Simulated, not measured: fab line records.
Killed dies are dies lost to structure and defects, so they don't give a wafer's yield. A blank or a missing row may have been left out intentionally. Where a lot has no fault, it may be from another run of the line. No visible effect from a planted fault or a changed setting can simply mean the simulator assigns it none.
Comparing a struck lot with a sound one + flow n5-finfet + 16 steps out of a route of 1938
Sound: the wafers L342.1, L342.5, L342.6. The struck wafers were L352.2, L352.3, L352.6. Last of all comes the cause.
For every step that has rows: the tool of each side, followed by ch and its chambers, followed by its first start. Under that, the readings that differ: sound wafers + struck wafers + difference of the means + sigmas: that difference in standard deviations of wafers without a fault.
alike: readings with means less than 2 such deviations apart, plus words and numbers identical on both sides. not compared: withheld readings, readings lacking a value on some wafer, bounds such as >300 that could conceal the same value, and numbers that have no deviation in the record and whose values overlap.
Wherever a step has rows on one side only, a row that says differs or no value, or a row with sigmas, the two part there. Non-overlapping numbers with no deviation appear without sigmas and do not part them. Lack of a reading on every wafer of one side parts them only where that side has two or more wafers.

N5_MOL_CONTACT_COAG_OVL_MEAS_41:
  sound on overlay-01 ch 0, day 6 13:14; struck on overlay-02 ch 0, day 9 04:11
  alike: VD_OVL
N5_MOL_CONTACT_COAG_INSPECT_42: inspects for defects (brightfield).
  struck on defect-inspect-01, day 9 04:15; sound on defect-inspect-01, day 6 13:17
  alike: raw-defect-count
N5_MOL_CONTACT_COAG_DESCUM_45: chemistry O2, time 7 s.
  sound on rie-diel-05 ch 1,2,3, day 6 13:44; struck on rie-diel-03 ch 0,1, day 9 04:17
  alike: drypump-motor-current-A, oes-product-au, rf-vpp-V, showerhead-plenum-p-Torr, throttle-valve-pct
  not compared: rf-hours-counter-h
then, 1 step without rows for these wafers: N5_MOL_CONTACT_COAG_ETCH_65 (etches underlayer in N2/H2, target depth 13 nm, time 10.4 s).
N5_MOL_CONTACT_COAG_ETCH_66: etches SiARC in CF4, target depth 13 nm, time 21.7 s.
  sound on rie-diel-05 ch 1,2,3, day 6 13:48; struck on rie-diel-03 ch 0,1, day 9 04:20
  alike: bias-w, drypump-motor-current-A, etch-rf-on-time-s, oes-product-au, rf-vpp-V, showerhead-plenum-p-Torr, throttle-valve-pct
  not compared: rf-hours-counter-h
N5_MOL_CONTACT_COAG_ALD_133: deposits SiO2, target thk 5 nm, pulse time 1 s, co reactant pulse time 1 s.
  sound on ald-sin-02 ch 1,2, day 6 13:53; struck on ald-sin-01 ch 1,2,3, day 9 04:25
  alike: heater-power-w, precursor-pulse-height-rel
then, 1 step without rows for these wafers: N5_MOL_CONTACT_COAG_ETCHBACK_134 (etches SiO2 in CHF3, target depth 10 nm, time 6.7 s).
N5_MOL_CONTACT_COAG_ETCH_67: etches SOC in N2/H2, target depth 60 nm, overetch 21 nm, time 101.2 s.
  sound on rie-diel-03 ch 0,1,3, day 6 14:14; struck on rie-diel-03 ch 0,2,3, day 9 04:38
  alike: bias-w, drypump-motor-current-A, oes-product-au, rf-vpp-V, showerhead-plenum-p-Torr, throttle-valve-pct
  not compared: rf-hours-counter-h
then, 4 steps without rows for these wafers: N5_MOL_CONTACT_COAG_STRIP_68 (strips in N2/H2); N5_MOL_CONTACT_COAG_STRIP_69 (strips in N2/H2); N5_MOL_CONTACT_COAG_ETCHBACK_136 (etches SiO2 in CHF3, target depth 25 nm, time 16.7 s); N5_MOL_CONTACT_COAG_STRIP_120 (strips in CHF3).
N5_MOL_CONTACT_COAG_VIA_ETCH_117: etches SiO2 in C4F6/O2, target depth 40 nm, overetch 8 nm, time 26 s.
  sound on rie-diel-03 ch 0,1,3, day 6 14:22; struck on rie-diel-03 ch 0,2,3, day 9 04:45
| reading      | sound             | struck            | difference | sigmas |
|--------------|-------------------|-------------------|------------|--------|
| bias-w (W)   | 454.9 456.5 455.8 | 521.9 523.3 522.5 | +66.8      | +56    |
| rf-vpp-V (V) | 1585 1593 1580    | 1785 1764 1750    | +180       | +5     |
  alike: C4F6_flow_sccm, drypump-motor-current-A, oes-product-au, showerhead-plenum-p-Torr, throttle-valve-pct
  not compared: rf-hours-counter-h
N5_MOL_CONTACT_COAG_ETCH_124: etches SiNx in CH3F/O2, stops on SiOC, target depth 6.5 nm.
  sound on rie-diel-03 ch 0,1,3, day 6 14:23; struck on rie-diel-03 ch 0,2,3, day 9 04:47
  alike: bias-w, drypump-motor-current-A, oes-product-au, rf-vpp-V, showerhead-plenum-p-Torr, throttle-valve-pct
  not compared: rf-hours-counter-h
-- record jumps: 2 days separate the struck wafers' starts on either side; left off in module MOL_CONTACT_COAG, taken up again in module BEOL_M4, whose first shown step is the route's number 1111 --
N5_BEOL_M4_RC_MEAS_101:
  sound on prober-02 ch 0, day 9 16:08; struck on prober-02 ch 0, day 11 16:46
  alike: DIBL_N, DIBL_P, IOFF_N, IOFF_P, ION_N, ION_P, SS_N, SS_P, VT_N, VT_P
-- a jump in the record: the struck wafers' starts before and after are 5 days apart (it breaks off in module BEOL_M4 and resumes in module PASSIVATION, where the first step shown is number 1936 of the route) --
N5_PASSIVATION_PROBE_49:
  only the struck wafers here have rows in the record (prober-02, day 16 12:05); the sound ones have none

== WHERE THEY PART ==
Last at N5_PASSIVATION_PROBE_49 as far as this record goes, first at N5_MOL_CONTACT_COAG_VIA_ETCH_117.

WHY: the cause the simulator had injected
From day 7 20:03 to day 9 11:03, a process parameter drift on rie-diel-03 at N5_MOL_CONTACT_COAG_VIA_ETCH_117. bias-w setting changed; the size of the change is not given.
